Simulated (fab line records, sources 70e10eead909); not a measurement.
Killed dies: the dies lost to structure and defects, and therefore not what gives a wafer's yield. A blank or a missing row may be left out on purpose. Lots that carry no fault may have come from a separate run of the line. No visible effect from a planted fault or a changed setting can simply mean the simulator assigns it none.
fab line records    flow nandHarc
[record] lots = 7  wafers = 21  lastDay = 24
route steps=1159 shown A_STAIRCASE@745 A_SGD_CUT@747
lots that met no fault: from a run of the same line without faults
startH: hours from the record's opening day to when the first of the lot's shown wafers began    waitH: hours elapsed since this lot's preceding step    " the same as in the row above    L1.1+2: a single row standing in for several wafers    - no value, or no start given    * or withheld: withheld    < > ~ a bound
route shown NAME@n: NAME is a module with steps in the file, n the number in the route of the first one    usual: mean and standard deviation over wafers with no fault    same: alike in all rows    chamber/n: place in a boat    sites: the reading at each site    _std_site: the values' standard deviation    _edge_site: inner sites' mean taken away from outer sites' mean    radiusMm: how far each site lies from the wafer's centre    mask NAME#n: copy n    behind: the most recent tool/chamber to have shaped the wafer    hold: cause of the lot's hold/its duration in hours/its outcome    device: which transistor (n, p or np) failed to switch    end of line: the tests these same wafers got at the end of their route    a step without rows: its recipe alone    killed: count of dies lost to structure and defects at first sort (not the wafer's yield)    map: dies across one wafer; x = killed, . = not, _ = none there
set.NAME: the setting the step ran with; set.NAME@STEP: the setting that earlier step ran with    model.NAME: the simulator's own value behind a step, which no gauge read
lots at selected steps of the route; one table per step, one row per wafer
services: a tool's chamber out of use, with start hour (startH, from the record's first day; less than 0 if before it), hours out, and reason
[[steps]]
[step NHARC_A_STAIRCASE_SRD_474]
[step NHARC_A_STAIRCASE_INSPECT_155]
[usual] rawDefectCount = 345/120
lot.wafer  tool              chamber  startH  waitH  rawDefectCount
L980.2     defectInspect-02  -        300.99  0.1    318
L980.3     "                 -        "       "      493
L980.4     "                 -        "       "      537
L985.4     defectInspect-01  -        326.00  0.1    247
L985.5     "                 -        "       "      378
L985.6     "                 -        "       "      253
L990.2     defectInspect-02  -        374.35  0.1    313
L990.3     "                 -        "       "      296
L990.5     "                 -        "       "      275
L992.1     defectInspect-02  -        374.45  0.1    318
L992.3     "                 -        "       "      516
L992.4     "                 -        "       "      543
L991.1     defectInspect-02  -        378.60  0.1    228
L991.3     "                 -        "       "      237
L991.5     "                 -        "       "      373
L102.1     defectInspect-02  -        447.66  0.1    357
L102.2     "                 -        "       "      297
L102.5     "                 -        "       "      357
L103.1     defectInspect-02  -        447.88  0.1    257
L103.2     "                 -        "       "      179
L103.4     "                 -        "       "      173
[step NHARC_A_SGD_CUT_DEP_00]
[recipe] targetThkA = 500  tempC = 400  targetThkNm = 50  flowSccm = 200  rfW = 450  material = SiNx
[usual] heaterPowerW = 743/71
lot.wafer  tool      chamber  startH  waitH  heaterPowerW
L980.3     pecvd-01  2        301.09  0.1    777
L980.2     "         1        "       "      803
L980.4     "         1        "       "      772
L985.5     pecvd-01  2        326.17  0.2    717
L985.6     "         0        "       "      635
L985.4     "         1        "       "      671
L990.3     pecvd-02  1        374.45  0.1    660
L990.2     "         2        "       "      812
L990.5     "         2        "       "      806
L992.1     pecvd-01  2        374.60  0.2    829
L992.3     "         0        "       "      738
L992.4     "         2        "       "      832
L991.3     pecvd-02  0        378.84  0.2    705
L991.1     "         2        "       "      707
L991.5     "         1        "       "      681
L102.2     pecvd-01  0        447.72  0.1    595
L102.1     "         1        "       "      832
L102.5     "         2        "       "      827
L103.2     pecvd-02  2        447.94  0.1    794
L103.1     "         1        "       "      757
L103.4     "         1        "       "      765
[step NHARC_A_SGD_CUT_DEHYDRATE_01]
[recipe] tempC = 150  timeS = 120
[step NHARC_A_SGD_CUT_HMDS_02]
[recipe] timeS = 30
[step NHARC_A_SGD_CUT_COAT_56]
[recipe] tempC = 260  timeS = 75
[step NHARC_A_SGD_CUT_COAT_57]
[recipe] tempC = 225  timeS = 65
[step NHARC_A_SGD_CUT_COAT_03]
[recipe] spinRpm = 1500  resistThkNm = 90
[step NHARC_A_SGD_CUT_SOFTBAKE_04]
[recipe] tempC = 105  timeS = 55
[step NHARC_A_SGD_CUT_EBR_05]
[step NHARC_A_SGD_CUT_EXPOSE_06]
[recipe] na = 1.35  doseMj = 85.59  maskId = SGD
[step NHARC_A_SGD_CUT_PEB_07]
[recipe] pebTempC = 100  pebTimeS = 65
[step NHARC_A_SGD_CUT_DEVELOP_08]
[recipe] developTimeS = 35  devTempC = 23
[usual] chillPlateTempC = 22.98/0.096  developTimeS = 35/0  developerTempC = 22.99/0.11  exhaustPa = 45.0/1
lot.wafer  tool           chamber  startH  waitH  chillPlateTempC  developTimeS  developerTempC  exhaustPa
L980.2     lithoTrack-01  0        301     -      23.05            35            22.90           43.1
L980.3     "              0        "       "      22.99            35            22.87           43.8
L980.4     "              0        "       "      22.99            35            22.85           43.9
L985.4     lithoTrack-04  0        326     -      23.17            35            23.08           44.0
L985.5     "              0        "       "      23.00            35            23.22           44.4
L985.6     "              0        "       "      22.94            35            22.99           45.4
L990.2     lithoTrack-01  -        375     -      -                -             -               -
L990.3     "              -        "       "      -                -             -               -
L990.5     "              -        "       "      -                -             -               -
L992.1     lithoTrack-06  -        375     -      -                -             -               -
L992.3     "              -        "       "      -                -             -               -
L992.4     "              -        "       "      -                -             -               -
L991.1     lithoTrack-06  -        379     -      -                -             -               -
L991.3     "              -        "       "      -                -             -               -
L991.5     "              -        "       "      -                -             -               -
L102.1     lithoTrack-04  0        448     -      23.07            35            22.87           44.7
L102.2     "              0        "       "      22.79            35            23.05           45.8
L102.5     "              0        "       "      22.91            35            22.89           45.8
L103.1     lithoTrack-04  0        448     -      22.91            35            22.87           43.6
L103.2     "              0        "       "      22.85            35            22.88           44.7
L103.4     "              0        "       "      22.95            35            23.05           43.7
[step NHARC_A_SGD_CUT_CD_MEAS_09]
[recipe] targetCdNm = 100  landingEnergyEv = 500
[usual] cdNm = 100.3/0.45
lot.wafer  tool      chamber  startH  waitH  cdNm
L980.2     cdSem-02  0        301.69  -      100.8
L980.3     "         0        "       "      100.9
L980.4     "         0        "       "      100.7
L985.4     cdSem-01  0        326.82  -      99.7
L985.5     "         0        "       "      100.0
L985.6     "         0        "       "      100.3
L990.2     cdSem-01  0        375.14  -      -
L990.3     "         0        "       "      -
L990.5     "         0        "       "      -
L992.1     cdSem-02  0        375.20  -      -
L992.3     "         0        "       "      -
L992.4     "         0        "       "      -
L991.1     cdSem-01  0        379.43  -      -
L991.3     "         0        "       "      -
L991.5     "         0        "       "      -
L102.1     cdSem-03  0        448.44  -      99.8
L102.2     "         0        "       "      100.6
L102.5     "         0        "       "      100.5
L103.1     cdSem-02  0        448.66  -      99.9
L103.2     "         0        "       "      100.5
L103.4     "         0        "       "      100.3
[[services]]
tool           chamber  startH  hours  kind
pecvd-01       -        280.01  0.6    repair
lithoTrack-06  -        292.00  7.0    pm
lithoTrack-04  -        316.00  7.0    pm
pecvd-02       1        318.95  13.3   repair
pecvd-02       -        334.89  13.0   pm
pecvd-02       0        334.89  13.0   ventCycle
pecvd-02       1        334.89  13.0   ventCycle
pecvd-02       2        334.89  13.0   ventCycle
pecvd-02       0        347.89  -      clean
pecvd-02       1        347.89  -      clean
pecvd-02       2        347.89  -      clean
pecvd-01       -        418.57  13.0   pm
pecvd-01       0        418.57  14.0   ventCycle
pecvd-01       1        418.57  14.0   ventCycle
pecvd-01       2        418.57  14.0   ventCycle
lithoTrack-01  -        443.00  7.0    pm
[[key]]
[firstSign] step = NHARC_A_SGD_CUT_DEVELOP_08  reading = toolRecord  direction = missing
effect none on later readings
metAt NHARC_A_SGD_CUT_DEVELOP_08
struckWafers L990.2,L990.3,L990.5,L991.1,L991.3,L991.5,L992.1,L992.3,L992.4
laterRowsLeftOut L990.2,L990.3,L990.5,L991.1,L991.3,L991.5,L992.1,L992.3,L992.4
sortLeftOut L990.2,L990.3,L990.5,L991.1,L991.3,L991.5,L992.1,L992.3,L992.4
testerLeftOut L990,L991,L992
onsetBetween 301 375
[fault] kind = skippedStepWhole  tool = lithoTrack-01,lithoTrack-06  chamber = -  onsetH = 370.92  steps = NHARC_A_SGD_CUT_DEVELOP_08  scope = struckLotsOnly
// testerLeftOut: of these lots the tester's yield and bins aren't shown, on N5 and GAA mostly nor the transistor test; their killed dies are dies lost to structure and defects alone, not to doping, threshold or leakage, so they don't give the yield
// sortLeftOut: the simulated sort isn't trusted on such a fault, so these wafers' sort isn't shown, and their yield isn't known
// laterRowsLeftOut: the simulator's readings of these wafers behind a module that went badly wrong aren't trusted and aren't shown, but for the sort
